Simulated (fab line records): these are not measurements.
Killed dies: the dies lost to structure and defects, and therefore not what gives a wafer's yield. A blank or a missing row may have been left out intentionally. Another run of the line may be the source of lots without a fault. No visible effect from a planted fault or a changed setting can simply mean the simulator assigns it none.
fab line records -- flow n5-finfet
[record] lots = 7, wafers = 39
route steps=1938 shown WELL_APT@26 FIN_SAQP@130 BEOL_M0_SAQP@636 BEOL_M1@753 BEOL_M3@969 BEOL_M4@1084 BEOL_M9@1446 BEOL_M11@1590 BEOL_M13@1706 BEOL_M15@1802
start-h: start of the lot's first displayed wafer, in hours after the record's first day -- wait-h: hours from the lot's prior step to this one -- " repeats the value in the row above -- L1.1+2: several wafers, shown together as one row -- - either no value or no given start -- * or withheld: withheld -- < > ~ a bound
route shown NAME@n: a module of which the file shows steps, and the number in the route of the first -- usual: mean/standard deviation taken from wafers without a fault -- same: alike in all rows -- chamber/n: place in a boat -- sites: the reading at each site -- _std_site: standard deviation across them -- _edge_site: inner sites' mean taken away from outer sites' mean -- radius-mm: for every site, how far away it sits from the centre of the wafer -- mask NAME#n: copy n -- behind: the tool/chamber that last shaped the wafer -- hold: reason for holding the lot/hours on hold/outcome of the hold -- device: names the non-switching transistor (n, p or np) -- end of line: the same wafers' tests at the end of the route -- for a step that has no rows: nothing shown but its recipe -- killed: not the wafer's yield, but the dies lost to structure and defects at the first sort -- map: a wafer's dies, x killed, . not, _ none there
set.NAME: setting as actually run; set.NAME@STEP: the setting as run at that earlier step -- model.NAME: the simulator's own value behind a step, which no gauge read
lots whose settings were changed on purpose; a table a step, a row a wafer
[[steps]]
[step N5_WELL_APT_DEVELOP_07]
[recipe] develop-time-s = 45, rinse-liquid = surfactant-rinse, dry = air-spin, dev-temp-c = 21
[step N5_FIN_SAQP_ETCH_65]
[recipe] chemistry = CF4, target = SiO2, target-depth-a = 40, ion-energy-ev = 350, time-s = 4.4, pressure-mtorr = 10, icp-w = 800, bias-w = 400, cf4-flow-sccm = 80
[step N5_BEOL_M0_SAQP_PECVD_96]
[recipe] material = a-Si, target-thk-a = 450, temp-c = 350, precursor = SiH4/He, pressure-torr = 3, rf-w = 100, time-s = 45.2
[step N5_BEOL_M1_PECVD_72]
[recipe] material = SiO2, target-thk-a = 160, temp-c = 400, precursor = TEOS/O2, pressure-torr = 5.5, rf-w = 450, teos-flow-sccm = 53.8, gas = O2, flow-sccm = 3000, time-s = 18
[step N5_BEOL_M3_DESCUM_33]
[recipe] chemistry = O2, time-s = 7, source-power-w = 50, bias-power-w = 20, pressure-mtorr = 20, rf-frequency-hz = 2.712e+07, temp-c = 40, resist = CAR-EUV, o2-flow-sccm = 225
[step N5_BEOL_M4_SPUTTER_48]
[recipe] material = Cu, target-thk-a = 45, temp-c = -20, chamber-pressure-pa = 0.07, power-w = withheld, time-s = 8.29
[step N5_BEOL_M9_TRENCH_ETCH_37]
[recipe] chemistry = C4F6/O2, target-depth-a = 1514.3, target = SiCOH_lowk, time-s = 49, ion-energy-ev = 250, pressure-mtorr = 30, source-w = 345, bias-w = 185, Ar_flow_sccm = 300, C4F6_flow_sccm = 10, O2_flow_sccm = 10
[step N5_BEOL_M11_ALD_74]
[recipe] material = TaN, target-thk-a = 20, temp-c = 275, ald-precursor-family = PDMAT, ald-co-reactant = NH3, pressure-torr = 3, carrier-flow-sccm = 1500, pulse-time-s = 2, purge-time-s = 3, co-reactant-purge-time-s = 2, co-reactant-pulse-time-s = 3, ald-cycles = 40, precursor-vessel-temp-c = 75, precursor-vessel-pressure-torr = 26.25, precursor-vessel-carrier-sccm = 1000
[step N5_BEOL_M13_SPUTTER_44]
[recipe] material = Ta, target-thk-a = 100, temp-c = 50, bias-v = 80, power-w = 15000, chamber-pressure-pa = 0.07, time-s = 16.13
[step N5_BEOL_M15_DEVELOP_27]
[recipe] develop-time-s = 45, rinse-liquid = diw, dry = air-spin, dev-temp-c = 21
[step N5_BEOL_M15_RC_MEAS_101]
[usual] COMB_M11 = 1.5e-11/3.3e-12, SERP_M9 = 3.08/0.072
lot.wafer,tool,chamber,start-h,wait-h,set.develop-time-s@WELL_APT_DEVELOP_07,set.time-s@FIN_SAQP_ETCH_65,set.time-s@BEOL_M0_SAQP_PECVD_96,set.time-s@BEOL_M1_PECVD_72,set.time-s@BEOL_M3_DESCUM_33,set.time-s@BEOL_M4_SPUTTER_48,set.time-s@BEOL_M9_TRENCH_ETCH_37,set.ald-cycles@BEOL_M11_ALD_74,set.target-thk-a@BEOL_M13_SPUTTER_44,set.develop-time-s@BEOL_M15_DEVELOP_27,COMB_M11[S/m],SERP_M9[ohm/um]
L075.1,prober-02,0,266.16,0.0,45,1.924,55.83,18,8.604,8.29,49,20,69.95,27.85,1.08e-10,2.91
L075.2,prober-02,0,266.16,0.0,62.85,4.4,45.2,18,8.604,8.29,49,40,69.95,27.85,1.6e-11,3.01
L075.3,prober-02,0,266.16,0.0,45,4.4,55.83,18,7,8.29,73.36,40,100,45,1.2e-11,1.96
L075.4,prober-02,0,266.16,0.0,62.85,1.924,45.2,18,8.604,8.29,73.36,20,100,27.85,1.08e-10,1.85
L075.5,prober-02,0,266.16,0.0,45,4.4,45.2,18,7,8.29,73.36,20,69.95,45,9.4e-11,1.83
L075.6,prober-02,0,266.16,0.0,62.85,1.924,55.83,18,7,8.29,49,40,100,45,1.8e-11,3.11
L078.1,prober-02,0,282.52,0.7,24.52,4.4,45.2,18,3.507,8.29,49,40,100,66.23,1.5e-11,3.06
L078.2,prober-02,0,282.52,0.7,24.52,1.968,21.24,13.91,7,8.29,49,40,100,66.23,1.6e-11,3.12
L078.3,prober-02,0,282.52,0.7,45,4.4,21.24,13.91,3.507,8.29,49,29,100,66.23,2e-11,2.99
L078.4,prober-02,0,282.52,0.7,45,1.968,45.2,13.91,3.507,8.29,49,29,100,45,2e-11,3.11
L078.5,prober-02,0,282.52,0.7,24.52,1.968,21.24,18,7,8.29,49,29,100,45,1.6e-11,3.12
L078.6,prober-02,0,282.52,0.7,45,4.4,45.2,18,7,8.29,49,40,100,45,1.7e-11,3.13
L082.1,prober-01,0,304.79,0.0,32.13,4.4,45.2,18,7,3.9,49,40,76.94,45,1.5e-11,2.99
L082.2,prober-01,0,304.79,0.0,45,4.4,45.2,22.17,7,3.9,62.35,23,76.94,45,7.4e-11,2.25
L082.3,prober-01,0,304.79,0.0,32.13,4.4,45.2,22.17,7,3.9,62.35,23,100,45,5.6e-11,2.26
L082.4,prober-01,0,304.79,0.0,45,4.4,45.2,18,7,8.29,62.35,40,100,28.53,1.1e-11,2.34
L082.5,prober-01,0,304.79,0.0,32.13,4.4,45.2,22.17,7,8.29,49,40,76.94,28.53,1.6e-11,2.96
L082.6,prober-01,0,304.79,0.0,45,4.4,45.2,18,7,8.29,49,23,100,28.53,1.04e-10,2.93
L086.1,prober-02,0,326.64,0.0,45,4.4,45.2,15.23,7,10.88,66.59,48,100,45,1.1e-11,2.15
L086.2,prober-02,0,326.64,0.0,35.31,6.494,22.98,18,7,10.88,66.59,40,100,45,1.5e-11,2.06
L086.3,prober-02,0,326.64,0.0,35.31,6.494,45.2,15.23,7,8.29,49,40,100,45,1.3e-11,3.07
L086.4,prober-02,0,326.64,0.0,45,6.494,22.98,15.23,7,8.29,49,40,76.9,45,1.7e-11,3.10
L086.5,prober-02,0,326.64,0.0,35.31,4.4,45.2,18,7,8.29,66.59,48,76.9,45,1.1e-11,2.19
L086.6,prober-02,0,326.64,0.0,45,4.4,22.98,18,7,10.88,49,48,76.9,45,1.2e-11,2.98
L087.2,prober-01,0,336.56,0.2,45,4.4,45.2,18,7,8.29,49,40,100,45,1e-11,3.13
L087.3,prober-01,0,336.56,0.2,45,4.4,45.2,18,7,8.29,49,40,100,45,1.2e-11,3.07
L087.4,prober-01,0,336.56,0.2,45,4.4,45.2,18,7,8.29,49,40,100,45,1.2e-11,3.11
L090.1,prober-02,0,345.28,0.0,45,4.4,59.54,24.46,7,8.29,40.73,40,48.8,66.34,1.4e-11,3.94
L090.2,prober-02,0,345.28,0.0,45,4.4,59.54,18,7,8.29,40.73,56,48.8,66.34,1.4e-11,3.77
L090.3,prober-02,0,345.28,0.0,45,5.454,59.54,18,7,8.29,49,56,100,45,1.7e-11,3.01
L090.4,prober-02,0,345.28,0.0,45,5.454,45.2,24.46,7,8.29,49,40,100,66.34,1.3e-11,2.95
L090.5,prober-02,0,345.28,0.0,45,5.454,45.2,18,7,8.29,40.73,40,100,45,1.4e-11,3.72
L090.6,prober-02,0,345.28,0.0,45,4.4,45.2,24.46,7,8.29,49,56,48.8,45,1.2e-11,2.92
L096.1,prober-01,0,390.01,0.0,45,4.4,45.2,18,7,8.29,27.71,21,100,55.07,1.07e-10,6.86
L096.2,prober-01,0,390.01,0.0,45,4.4,45.2,18,7,8.29,27.71,40,100,45,1.8e-11,6.56
L096.3,prober-01,0,390.01,0.0,35.54,4.4,45.2,18,2.967,8.29,49,21,100,55.07,9.7e-11,3.03
L096.4,prober-01,0,390.01,0.0,35.54,4.4,45.2,18,2.967,8.29,27.71,40,100,45,1.9e-11,6.35
L096.5,prober-01,0,390.01,0.0,35.54,4.4,45.2,18,7,8.29,49,40,100,55.07,1.9e-11,3.16
L096.6,prober-01,0,390.01,0.0,45,4.4,45.2,18,2.967,8.29,49,21,100,45,1.19e-10,3.12
[[key]]
[split] step = N5_WELL_APT_DEVELOP_07, setting = develop-time-s, stated-as = 45
response none clear
[split] step = N5_FIN_SAQP_ETCH_65, setting = time-s, stated-as = 4.4
response none clear
[split] step = N5_BEOL_M0_SAQP_PECVD_96, setting = time-s, stated-as = 45.2
response none clear
[split] step = N5_BEOL_M1_PECVD_72, setting = time-s, stated-as = 18
response none clear
[split] step = N5_BEOL_M3_DESCUM_33, setting = time-s, stated-as = 7
response none clear
[split] step = N5_BEOL_M4_SPUTTER_48, setting = time-s, stated-as = 8.29
response none clear
[split] step = N5_BEOL_M9_TRENCH_ETCH_37, setting = time-s, stated-as = 49
[response] step = N5_BEOL_M15_RC_MEAS_101, reading = SERP_M9, slope = -0.0408, per = 1%, together-with = all, explained = 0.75
[split] step = N5_BEOL_M11_ALD_74, setting = ald-cycles, stated-as = 40
[response] step = N5_BEOL_M15_RC_MEAS_101, reading = COMB_M11, slope = -1.32e-12, per = 1%, together-with = all, explained = 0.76
[split] step = N5_BEOL_M13_SPUTTER_44, setting = target-thk-a, stated-as = 100
response none clear
[split] step = N5_BEOL_M15_DEVELOP_27, setting = develop-time-s, stated-as = 45
response none clear
